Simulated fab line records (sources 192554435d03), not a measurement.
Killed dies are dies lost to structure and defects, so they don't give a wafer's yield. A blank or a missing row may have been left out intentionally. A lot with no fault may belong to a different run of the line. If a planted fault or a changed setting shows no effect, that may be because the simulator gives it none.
fab line records	flow n5-finfet
[record] lots = 11	wafers = 31	last-day = 18
route steps=1938 shown BEOL_M12@1616 PASSIVATION@1936
lots that met no fault: taken from a fault-free run of the same line
start-h: hours from the record's opening day to when the first of the lot's shown wafers began	wait-h: hours since the lot's step before	" the same as in the row above	L1.1+2: one row covering several wafers at once	- no value, or no start was given	* or withheld: withheld	< > ~ a bound
route shown NAME@n: a module of which the file shows steps, and the number in the route of the first	usual: mean/standard deviation taken from wafers without a fault	same: alike in all rows	chamber/n: place in a boat	sites: per-site readings	_std_site: standard deviation of those values	_edge_site: inner sites' mean taken away from outer sites' mean	radius-mm: how far each site lies from the wafer's centre	mask NAME#n: copy n	behind: tool/chamber where the wafer was last shaped	hold: why the lot was held/for how many hours/how that ended	device: the transistor (n, p or np) that didn't switch	end of line: the route-end tests of the same wafers	step lacking rows: just its recipe	killed: the dies lost at the first sort to structure and to defects; this is not the yield of the wafer	map: shows each die of a wafer: x if killed, . if not, _ if none is there
set.NAME: the setting as run; set.NAME@STEP: as run at that earlier step	model.NAME: the simulator's own value behind a step, which no gauge read
the route's steps for a sample of lots (tables are steps, rows are wafers)
services: when a tool's chamber went out of use (start-h, in hours from the record's first day, below 0 if earlier), for how many hours, and the reason
[[steps]]
[step N5_BEOL_M12_ETCH_59]
[recipe] chemistry = N2/H2	target = BARC	target-depth-a = 890	overetch-a = 267	time-s = 67.9	ion-energy-ev = 200	pressure-mtorr = 30	source-w = 840	bias-w = 150	n2-flow-sccm = 200	h2-flow-sccm = 200
[usual] drypump-motor-current-A = 5.7/0.38	oes-product-au = 0.68/0.071	rf-vpp-V = 524.3/1.9	showerhead-plenum-p-Torr = 2.55/0.058	throttle-valve-pct = 17.76/0.27
lot.wafer	tool	chamber	start-h	wait-h	drypump-motor-current-A	oes-product-au	rf-hours-counter-h	rf-vpp-V	showerhead-plenum-p-Torr	throttle-valve-pct
L658.2	rie-diel-04	3	227.78	0.0	6.0	0.61	227	526.4	2.60	17.85
L658.4	"	1	"	"	6.0	0.70	-	526.4	2.59	17.98
L658.5	"	0	"	"	6.1	0.63	-	522.7	2.52	18.13
L665.1	rie-diel-01	0	285.12	0.0	5.8	0.61	206	525.1	2.51	17.83
L665.2	"	3	"	"	6.2	0.69	75	527.6	2.67	17.61
L665.6	"	2	"	"	4.8	0.59	-	521.6	2.42	18.12
L666.1	rie-diel-01	1	294.84	0.0	5.1	0.82	5	526.2	2.61	17.50
L666.2	"	2	"	"	4.8	0.59	227	520.5	2.42	18.14
L666.4	"	0	"	"	5.8	0.61	209	523.0	2.51	17.83
L668.2	rie-diel-03	2	304.65	0.0	5.2	0.63	209	523.3	2.50	17.69
L668.3	"	3	"	"	5.9	0.75	29	525.2	2.60	17.59
L668.6	"	3	"	"	5.9	0.75	-	524.6	2.60	17.59
L667.1	rie-diel-03	3	306.05	0.0	5.9	0.75	29	526.0	2.60	17.58
L667.3	"	2	"	"	5.2	0.63	210	522.5	2.50	17.70
L667.6	"	1	"	"	5.4	0.62	-	524.1	2.54	17.78
L669.2	rie-diel-03	2	306.82	0.0	5.2	0.63	210	525.1	2.50	17.69
L669.3	"	0	"	"	5.3	0.66	143	528.9	2.64	17.58
L669.4	"	3	"	"	5.9	0.75	30	526.8	2.60	17.60
L671.1	rie-diel-03	1	308.81	0.0	5.4	0.62	182	522.9	2.54	17.76
L671.2	"	0	"	"	5.3	0.66	144	527.8	2.64	17.57
L671.5	"	1	"	"	5.4	0.63	-	523.5	2.54	17.78
L670.2	rie-diel-04	0	315.79	0.0	6.0	0.61	222	523.7	2.51	18.20
L670.4	"	3	"	"	5.9	0.86	2	525.3	2.59	17.47
L670.6	"	1	"	"	6.0	0.68	-	523.5	2.58	18.02
L673.1	rie-diel-03	3	321.36	0.0	5.9	0.74	36	526.0	2.59	17.61
L673.3	"	0	"	"	5.3	0.65	149	527.2	2.64	17.59
L673.5	"	0	"	"	5.3	0.65	-	528.5	2.64	17.59
L678.1	rie-diel-04	0	369.34	0.0	6.0	0.60	248	522.9	2.50	18.24
L678.4	"	0	"	"	6.0	0.60	-	523.9	2.50	18.25
L680.1	rie-diel-03	2	375.30	0.0	5.2	0.60	245	523.4	2.49	17.76
L680.5	"	1	"	"	5.4	0.60	-	523.5	2.52	17.84
[step N5_BEOL_M12_STRIP_37]
[recipe] chemistry = N2/H2	power-w = 1000	temp-c = 250	h2-frac = 0.65	overash-fraction = 0.3	pressure-mtorr = withheld	n2-flow-sccm = 1750	h2-flow-sccm = 3250
[usual] drypump-motor-current-A = 5.9/0.69	heater-power-w = 348/20	oes-product-au = 0.789/0.011
lot.wafer	tool	chamber	start-h	wait-h	drypump-motor-current-A	heater-power-w	oes-product-au	rf-hours-counter-h
L658.2	plasma-asher-02	0	229.48	0.0	6.8	337	0.790	67
L658.4	"	1	"	"	5.7	380	0.777	-
L658.5	"	1	"	"	5.7	369	0.791	-
L665.1	plasma-asher-02	0	286.77	0.3	6.8	337	0.817	79
L665.2	"	1	"	"	5.7	375	0.781	79
L665.6	"	0	"	"	6.8	341	0.792	-
L666.1	plasma-asher-02	1	296.40	0.0	5.6	381	0.791	81
L666.2	"	0	"	"	6.7	331	0.781	81
L666.4	"	1	"	"	5.7	387	0.791	-
L668.2	plasma-asher-02	0	306.08	0.0	6.8	328	0.772	82
L668.3	"	0	"	"	6.8	342	0.802	-
L668.6	"	1	"	"	5.7	380	0.778	-
L667.1	plasma-asher-02	1	307.48	0.0	5.7	375	0.789	82
L667.3	"	0	"	"	6.8	336	0.796	-
L667.6	"	0	"	"	6.8	332	0.782	-
L669.2	plasma-asher-02	0	309.73	0.0	6.8	340	0.790	83
L669.3	"	0	"	"	6.8	326	0.786	-
L669.4	"	1	"	"	5.7	377	0.789	-
L671.1	plasma-asher-02	0	312.32	0.0	6.8	336	0.802	83
L671.2	"	1	"	"	5.7	377	0.802	83
L671.5	"	1	"	"	5.7	375	0.800	-
L670.2	plasma-asher-01	0	317.79	0.0	6.1	329	0.780	129
L670.4	"	1	"	"	4.9	334	0.796	-
L670.6	"	0	"	"	6.1	325	0.803	-
L673.1	plasma-asher-02	0	323.23	0.0	6.7	336	0.811	85
L673.3	"	0	"	"	6.8	325	0.774	-
L673.5	"	0	"	"	6.8	337	0.788	-
L678.1	plasma-asher-02	0	371.73	0.0	6.8	334	0.797	95
L678.4	"	1	"	"	5.7	373	0.784	-
L680.1	plasma-asher-01	0	377.59	0.0	6.1	333	0.787	139
L680.5	"	0	"	"	6.1	331	0.780	-
[step N5_BEOL_M12_SPUTTER_43]
[recipe] material = TaN	target-thk-a = 150	temp-c = 50	bias-v = 168.6	power-w = 15000	chamber-pressure-pa = 0.12	time-s = 24.19
[usual] substrate-temp-c = 50.01/0.11	throttle-valve-pct = 30.2/1.3
lot.wafer	tool	chamber	start-h	wait-h	substrate-temp-c	throttle-valve-pct
L658.2	pvd-sputter-03	-	230.27	0.0	50.11	32.4
L658.4	"	-	"	"	50.19	30.0
L658.5	"	-	"	"	49.78	28.5
L665.1	pvd-sputter-02	-	288.40	0.0	50.06	31.1
L665.2	"	-	"	"	50.19	28.0
L665.6	"	-	"	"	50.14	29.9
L666.1	pvd-sputter-02	-	298.09	0.0	49.87	29.8
L666.2	"	-	"	"	49.92	31.4
L666.4	"	-	"	"	49.98	27.7
L668.2	pvd-sputter-02	-	307.07	0.0	49.96	29.8
L668.3	"	-	"	"	50.07	28.1
L668.6	"	-	"	"	49.92	31.2
L667.1	pvd-sputter-01	-	308.81	0.0	49.94	31.4
L667.3	"	-	"	"	50.11	30.1
L667.6	"	-	"	"	49.98	31.4
L669.2	pvd-sputter-01	-	312.59	0.0	50.06	30.9
L669.3	"	-	"	"	50.19	30.0
L669.4	"	-	"	"	49.95	31.2
L671.1	pvd-sputter-03	-	318.61	0.0	50.18	29.8
L671.2	"	-	"	"	49.92	30.3
L671.5	"	-	"	"	49.94	29.5
L670.2	pvd-sputter-02	-	318.79	0.0	49.99	27.9
L670.4	"	-	"	"	49.97	30.9
L670.6	"	-	"	"	49.97	31.0
L673.1	pvd-sputter-02	-	326.23	0.0	49.93	31.3
L673.3	"	-	"	"	49.96	31.3
L673.5	"	-	"	"	49.92	31.0
L678.1	pvd-sputter-02	-	373.79	0.0	49.72	29.7
L678.4	"	-	"	"	50.00	31.1
L680.1	pvd-sputter-03	-	382.79	0.0	49.87	28.3
L680.5	"	-	"	"	49.78	29.6
[step N5_BEOL_M12_CMP_49]
[recipe] stop-on = SiOC	t-overpolish-s = 20.6	down-force-psi = 1	platen-rpm = 50	clearing-platen-down-force-psi = 1.5	clearing-platen-rpm = 50	post-cmp-clean = cu-alkaline	target-thk-nm = 320	clearing-platen-pad-velocity-m-s = 0.99484	pad-velocity-m-s = 0.99484
[usual] barrier-field-endpoint-s = 30.1/0.69	motor-current-A = 5.8/0.47	overpolish-run-s = 20.600/0.009	platen-rpm = 50.00/0.034
[same] t-overpolish-s = 20.6
lot.wafer	tool	chamber	start-h	wait-h	barrier-field-endpoint-s	motor-current-A	overpolish-run-s	platen-rpm
L658.2	cmp-01	3	231.22	0.2	30.4	6.5	20.607	49.96
L658.4	"	1	"	"	29.5	5.8	20.583	50.00
L658.5	"	3	"	"	29.9	6.4	20.611	50.00
L665.1	cmp-02	3	289.12	0.3	30.0	6.4	20.611	49.96
L665.2	"	2	"	"	30.4	5.5	20.597	50.05
L665.6	"	0	"	"	29.8	5.2	20.603	50.04
L666.2	cmp-04	0	299.62	0.7	30.6	6.0	20.609	50.01
L666.4	"	1	"	"	30.6	6.8	20.607	49.98
L666.1	"	3	"	"	29.6	5.6	20.598	50.01
L668.3	cmp-02	2	307.79	0.2	30.0	5.8	20.595	50.05
L668.2	"	0	"	"	28.9	5.4	20.599	50.00
L668.6	"	2	"	"	29.8	5.8	20.606	50.04
L667.1	cmp-04	3	310.13	0.5	29.9	5.6	20.581	50.03
L667.3	"	0	"	"	31.1	5.9	20.609	50.00
L667.6	"	3	"	"	29.5	5.7	20.578	50.01
L669.2	cmp-04	3	313.31	0.2	29.5	5.4	20.586	50.00
L669.4	"	0	"	"	28.7	5.8	20.601	50.02
L669.3	"	1	"	"	30.1	6.6	20.601	49.96
L671.2	cmp-04	3	319.45	0.2	29.4	5.5	20.583	50.04
L671.1	"	0	"	"	29.8	6.0	20.604	49.98
L671.5	"	3	"	"	29.4	5.7	20.597	50.04
L670.4	cmp-01	0	319.54	0.2	30.0	5.7	20.599	49.94
L670.2	"	1	"	"	29.8	5.6	20.599	50.00
L670.6	"	3	"	"	29.9	6.3	20.601	50.02
L673.3	cmp-04	3	327.34	0.2	29.7	5.7	20.601	50.02
L673.1	"	0	"	"	30.9	5.7	20.610	49.99
L673.5	"	0	"	"	29.3	5.8	20.608	49.99
L678.1	cmp-04	1	374.64	0.3	17.0	6.9	20.616	50.01
L678.4	"	3	"	"	30.9	5.6	20.602	50.05
L680.1	cmp-04	3	383.65	0.3	16.4	6.0	20.599	50.00
L680.5	"	3	"	"	16.7	5.5	20.616	49.96
[step N5_PASSIVATION_PROBE_49]
[usual] defect-limited-yield = 91.4/1.4	killed_at_M0_to_M3 = 31/10	killed_at_M4_up = 14/5.6	killed-at-contacts = 13/6.3	killed-at-front-end = 39/10	killed-at-other = 4/3.1	killed-dies = 101/16	killed-on-rim = 13/3.9	killed-open = 65/13	killed-short = 34/7.2	sort_bin_5_function = 5.1/0.88	sort_bin_6_memory = 3.2/0.66	sort-n-pass = 1079/16	sort-yield-pct = 91.4/1.4
[same] gross-dies = 1180	killed-at-back-side = 0	sort_bin_4_leakage[%] = 0	sort_bin_8_speed[%] = 0
lot.wafer	tool	chamber	start-h	wait-h	defect-limited-yield[%]	killed_at_M0_to_M3	killed_at_M4_up	killed-at-contacts	killed-at-front-end	killed-at-other	killed-dies	killed-on-rim	killed-open	killed-short	sort_bin_5_function[%]	sort_bin_6_memory[%]	sort-n-pass	sort-yield-pct[%]
L658.2	prober-01	-	279.08	0.1	90.2	25	12	23	40	16	116	22	78	38	5.8	3.8	1064	90.2
L658.4	prober-01	-	279.18	0.2	91.8	27	5	12	41	12	97	18	70	26	5.0	3.0	1083	91.8
L658.5	prober-01	-	279.23	0.2	90.8	34	8	12	48	7	109	11	67	38	5.1	3.5	1071	90.8
L665.1	prober-02	-	325.07	0.0	91.8	43	8	7	38	1	97	9	57	40	5.0	3.0	1083	91.8
L665.2	prober-02	-	325.12	0.1	90.7	37	13	8	50	2	110	12	64	45	5.0	3.3	1070	90.7
L665.6	prober-02	-	325.32	0.3	91.4	22	11	7	48	13	101	16	55	44	5.3	2.6	1079	91.4
L668.2	prober-01	-	340.85	0.1	93.1	22	13	11	33	3	82	9	45	35	3.8	2.9	1098	93.1
L668.3	prober-01	-	340.90	0.1	89.0	38	33	2	54	3	130	21	90	39	6.9	3.5	1050	89.0
L668.6	prober-01	-	341.05	0.3	87.8	52	17	17	57	1	144	14	99	44	7.3	4.2	1036	87.8
L669.2	prober-01	-	346.59	0.1	91.8	33	11	17	32	4	97	11	57	40	5.0	3.0	1083	91.8
L669.3	prober-01	-	346.64	0.1	88.9	55	21	18	37	0	131	15	81	47	6.9	3.6	1049	88.9
L669.4	prober-01	-	346.69	0.2	91.5	36	14	19	27	4	100	14	68	29	5.9	2.3	1080	91.5
L671.1	prober-02	-	351.01	0.0	89.2	43	13	23	44	5	128	21	93	33	6.1	4.6	1052	89.2
L671.2	prober-02	-	351.06	0.1	91.8	22	16	21	34	4	97	5	60	37	4.0	3.6	1083	91.8
L671.5	prober-02	-	351.21	0.2	89.9	16	22	24	51	6	119	14	67	50	6.4	3.0	1061	89.9
L670.2	prober-02	-	356.06	0.1	88.0	49	17	10	55	11	142	13	93	46	6.9	4.7	1038	88.0
L670.4	prober-02	-	356.16	0.2	92.2	21	13	11	36	11	92	14	53	36	4.8	2.5	1088	92.2
L670.6	prober-02	-	356.26	0.3	90.1	32	18	8	51	8	117	14	79	34	5.4	4.1	1063	90.1
L673.1	prober-02	-	361.99	0.0	91.6	16	15	25	43	0	99	16	63	36	4.5	3.6	1081	91.6
L673.3	prober-02	-	362.09	0.1	93.1	25	13	6	32	5	81	12	50	29	4.5	2.2	1099	93.1
L673.5	prober-02	-	362.19	0.2	90.8	24	18	21	44	1	108	15	67	39	5.1	3.6	1072	90.8
L680.1	prober-02	-	436.37	0.0	92.4	27	6	5	49	3	90	14	56	34	4.4	2.9	1090	92.4
L680.5	prober-02	-	436.57	0.2	93.3	32	9	2	35	1	79	3	57	22	4.1	2.3	1101	93.3
// killed by level:class
L658.2 MOL_CONTACT_COAG:geometric-particle:open=16 STI_FIN_REVEAL:geometric-particle:open=13 FIN_SAQP:geometric-particle:short=8 BEOL_M3:geometric-particle:open=8 FIN_SAQP:geometric-particle:open=7 MOL_CONTACT_COAG:geometric-particle:short=7 BEOL_M5:geometric-particle:open=5 MIM_TOP:geometric-particle:open=5
L658.4 FIN_SAQP:geometric-particle:open=11 MOL_CONTACT_COAG:geometric-particle:open=11 BEOL_M3:geometric-particle:open=11 STI_FIN_REVEAL:geometric-particle:open=5 STARTING-WAFER:geometric-particle:open=5 STARTING-WAFER:geometric-particle:short=5 DUMMY_GATE:geometric-particle:open=4 MIM_TOP:geometric-particle:open=4
L658.5 STI_FIN_REVEAL:geometric-particle:open=11 BEOL_M3:geometric-particle:open=10 FIN_SAQP:geometric-particle:short=9 MOL_CONTACT_COAG:geometric-particle:open=9 BEOL_M0_SAQP:geometric-particle:short=9 BEOL_M5:geometric-particle:open=7 FIN_SAQP:geometric-particle:open=6 BEOL_M0:geometric-particle:open=5
L665.1 GATE_CUT:geometric-particle:short=12 BEOL_M2:geometric-particle:open=10 BEOL_M4:geometric-particle:open=6 GATE_CUT:geometric-particle:open=6 BEOL_M3:geometric-particle:open=6 BEOL_M0_SAQP:geometric-particle:short=5 BEOL_M0_SAQP:geometric-particle:open=5 BEOL_M0:geometric-particle:short=4
L665.2 BEOL_M2:geometric-particle:open=13 STI_FIN_REVEAL:geometric-particle:open=10 GATE_CUT:geometric-particle:short=10 BEOL_M0_SAQP:geometric-particle:open=7 FIN_SAQP:geometric-particle:short=5 FIN_SAQP:geometric-particle:open=5 BEOL_M0_SAQP:geometric-particle:short=5 MOL_CONTACT_COAG:geometric-particle:open=5
L665.6 FIN_SAQP:geometric-particle:short=9 BEOL_M0_SAQP:geometric-particle:short=9 MOL_CONTACT_COAG:geometric-particle:open=7 FIN_SAQP:geometric-particle:open=6 GATE_CUT:geometric-particle:short=6 BEOL_M0_SAQP:geometric-particle:open=6 STI_FIN_REVEAL:geometric-particle:open=5 PASS1_DEP:geometric-particle:open=5
L668.2 FIN_SAQP:geometric-particle:short=9 MOL_CONTACT_COAG:geometric-particle:open=8 BEOL_M1:geometric-particle:open=7 BEOL_M4:geometric-particle:open=7 STARTING-WAFER:geometric-particle:short=6 DUMMY_GATE:geometric-particle:open=5 FIN_SAQP:geometric-particle:open=4 BEOL_M0_SAQP:geometric-particle:short=4
L668.3 BEOL_M4:geometric-particle:open=21 FIN_SAQP:geometric-particle:open=13 BEOL_M1:geometric-particle:open=12 FIN_SAQP:geometric-particle:short=11 GATE_CUT:geometric-particle:open=8 GATE_CUT:geometric-particle:short=6 BEOL_M0:geometric-particle:open=6 BEOL_M3:geometric-particle:open=6
L668.6 FIN_SAQP:geometric-particle:open=15 BEOL_M1:geometric-particle:open=14 STI_FIN_REVEAL:geometric-particle:open=12 MOL_CONTACT_COAG:geometric-particle:open=11 BEOL_M2:geometric-particle:open=9 BEOL_M4:geometric-particle:open=9 BEOL_M3:geometric-particle:open=8 FIN_SAQP:geometric-particle:short=7
L669.2 BEOL_M0_SAQP:geometric-particle:short=13 MOL_CONTACT_COAG:geometric-particle:open=12 BEOL_M4:geometric-particle:open=8 FIN_SAQP:geometric-particle:open=7 BEOL_M0:geometric-particle:open=7 FIN_SAQP:geometric-particle:short=6 STI_FIN_REVEAL:geometric-particle:open=6 MOL_CONTACT_COAG:geometric-particle:short=5
L669.3 BEOL_M0_SAQP:geometric-particle:short=16 MOL_CONTACT_COAG:geometric-particle:open=16 FIN_SAQP:geometric-particle:short=12 BEOL_M0_SAQP:geometric-particle:open=10 BEOL_M3:geometric-particle:open=9 BEOL_M4:geometric-particle:open=9 STI_FIN_REVEAL:geometric-particle:open=7 BEOL_M5:geometric-particle:open=5
L669.4 MOL_CONTACT_COAG:geometric-particle:open=15 FIN_SAQP:geometric-particle:open=8 BEOL_M0_SAQP:geometric-particle:short=8 BEOL_M0_SAQP:geometric-particle:open=7 FIN_SAQP:geometric-particle:short=6 BEOL_M0:geometric-particle:open=6 STI_FIN_REVEAL:geometric-particle:open=4 BEOL_M1:geometric-particle:short=4
L671.1 MOL_CONTACT_COAG:geometric-particle:open=19 STI_FIN_REVEAL:geometric-particle:open=14 BEOL_M2:geometric-particle:open=10 BEOL_M1:geometric-particle:open=9 BEOL_M0_SAQP:geometric-particle:short=7 FIN_SAQP:geometric-particle:open=6 BEOL_M0_SAQP:geometric-particle:open=6 BEOL_M4:geometric-particle:open=5
L671.2 MOL_CONTACT_COAG:geometric-particle:open=14 BEOL_M5:geometric-particle:open=8 GATE_CUT:geometric-particle:short=7 MOL_CONTACT_COAG:geometric-particle:short=7 STI_FIN_REVEAL:geometric-particle:open=6 BEOL_M3:geometric-particle:open=6 STARTING-WAFER:geometric-particle:open=6 BEOL_M1:geometric-particle:open=4
L671.5 MOL_CONTACT_COAG:geometric-particle:open=17 FIN_SAQP:geometric-particle:short=11 GATE_CUT:geometric-particle:short=10 BEOL_M4:geometric-particle:open=10 STI_FIN_REVEAL:geometric-particle:open=7 MOL_CONTACT_COAG:geometric-particle:short=7 BEOL_M5:geometric-particle:open=5 STI_FIN_REVEAL:geometric-particle:short=4
L670.2 BEOL_M0_SAQP:geometric-particle:short=16 BEOL_M0_SAQP:geometric-particle:open=14 DUMMY_GATE:geometric-particle:open=11 STI_FIN_REVEAL:geometric-particle:open=9 BEOL_M4:geometric-particle:open=9 MOL_CONTACT_COAG:geometric-particle:open=8 GATE_CUT:geometric-particle:short=7 BEOL_M2:geometric-particle:open=6
L670.4 MOL_CONTACT_COAG:geometric-particle:open=9 BEOL_M0_SAQP:geometric-particle:short=7 FIN_SAQP:geometric-particle:short=6 FIN_SAQP:geometric-particle:open=5 DUMMY_GATE:geometric-particle:short=5 DUMMY_GATE:geometric-particle:open=5 BEOL_M2:geometric-particle:open=5 BEOL_M4:geometric-particle:open=5
L670.6 FIN_SAQP:geometric-particle:open=13 BEOL_M0_SAQP:geometric-particle:open=12 GATE_CUT:geometric-particle:open=9 BEOL_M0_SAQP:geometric-particle:short=7 STI_FIN_REVEAL:geometric-particle:open=6 DUMMY_GATE:geometric-particle:open=6 MOL_CONTACT_COAG:geometric-particle:open=5 MIM_BOT:geometric-particle:open=4
L673.1 MOL_CONTACT_COAG:geometric-particle:open=19 FIN_SAQP:geometric-particle:short=9 BEOL_M4:geometric-particle:open=9 FIN_SAQP:geometric-particle:open=8 GATE_CUT:geometric-particle:short=8 MOL_CONTACT_COAG:geometric-particle:short=6 BEOL_M0_SAQP:geometric-particle:open=5 STARTING-WAFER:geometric-particle:open=5
L673.3 BEOL_M2:geometric-particle:open=7 FIN_SAQP:geometric-particle:short=6 MOL_CONTACT_COAG:geometric-particle:open=6 GATE_CUT:geometric-particle:short=5 BEOL_M0_SAQP:geometric-particle:open=5 BEOL_M0_SAQP:geometric-particle:short=5 BEOL_M4:geometric-particle:open=5 FIN_SAQP:geometric-particle:open=4
L673.5 MOL_CONTACT_COAG:geometric-particle:open=20 FIN_SAQP:geometric-particle:short=17 BEOL_M4:geometric-particle:open=9 BEOL_M0_SAQP:geometric-particle:short=8 FIN_SAQP:geometric-particle:open=6 GATE_CUT:geometric-particle:short=6 BEOL_M0_SAQP:geometric-particle:open=6 BEOL_M2:geometric-particle:open=6
L680.1 FIN_SAQP:geometric-particle:short=13 BEOL_M3:geometric-particle:open=10 STI_FIN_REVEAL:geometric-particle:open=9 FIN_SAQP:geometric-particle:open=7 DUMMY_GATE:geometric-particle:open=5 MOL_CONTACT_COAG:geometric-particle:open=5 BEOL_M2:geometric-particle:open=4 DUMMY_GATE:geometric-particle:short=3
L680.5 FIN_SAQP:geometric-particle:open=18 BEOL_M3:geometric-particle:open=12 FIN_SAQP:geometric-particle:short=9 BEOL_M1:geometric-particle:open=5 BEOL_M2:geometric-particle:open=4 BEOL_M0_SAQP:geometric-particle:open=3 BEOL_M3:geometric-particle:short=3 BEOL_M10:geometric-particle:open=3
[[services]]
tool	chamber	start-h	hours	kind
cmp-04	-	206.72	4.0	pm
cmp-04	-	211.32	2.4	repair
rie-diel-03	-	211.67	1.7	repair
cmp-04	-	220.99	1.0	repair
cmp-01	-	232.31	3.4	repair
cmp-02	-	250.35	4.0	pm
cmp-04	-	253.81	7.0	pm
cmp-02	-	258.64	1.5	repair
rie-diel-04	1	287.30	4.7	repair
rie-diel-03	3	291.56	6.8	repair
rie-diel-03	-	293.56	1.1	repair
rie-diel-03	0	296.71	5.3	repair
cmp-04	-	297.49	1.3	repair
rie-diel-04	-	308.37	4.3	pm
rie-diel-04	3	321.46	9.9	repair
cmp-04	-	330.03	0.5	repair
cmp-04	-	335.82	1.4	repair
pvd-sputter-03	-	355.26	3.1	repair
rie-diel-04	0	360.70	5.8	repair
rie-diel-04	3	368.33	39.2	repair
cmp-04	-	371.26	2.4	repair
rie-diel-03	1	380.94	2.6	repair
cmp-04	-	381.48	1.3	repair
rie-diel-04	1	381.81	1.8	repair
[[key]]
[first-sign] step = N5_BEOL_M12_CMP_49	reading = barrier-field-endpoint-s	direction = down	sigmas = 19	usual = 30.1	struck = 16.7
effect none on later readings
met-at N5_BEOL_M12_CMP_49
struck-lots L678,L680
struck-wafers L678.1,L680.1,L680.5
not-acting-at N5_BEOL_M12_ETCH_59,N5_BEOL_M12_STRIP_37,N5_BEOL_M12_SPUTTER_43
onset-between 327.34 374.64
[fault] kind = process-parameter-drift	tool = cmp-04	chamber = -	onset-h = 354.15	steps = N5_BEOL_M12_CMP_49	channel = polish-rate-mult	offset = 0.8	shape = step	end-h = 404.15	scope = struck-wafers-only
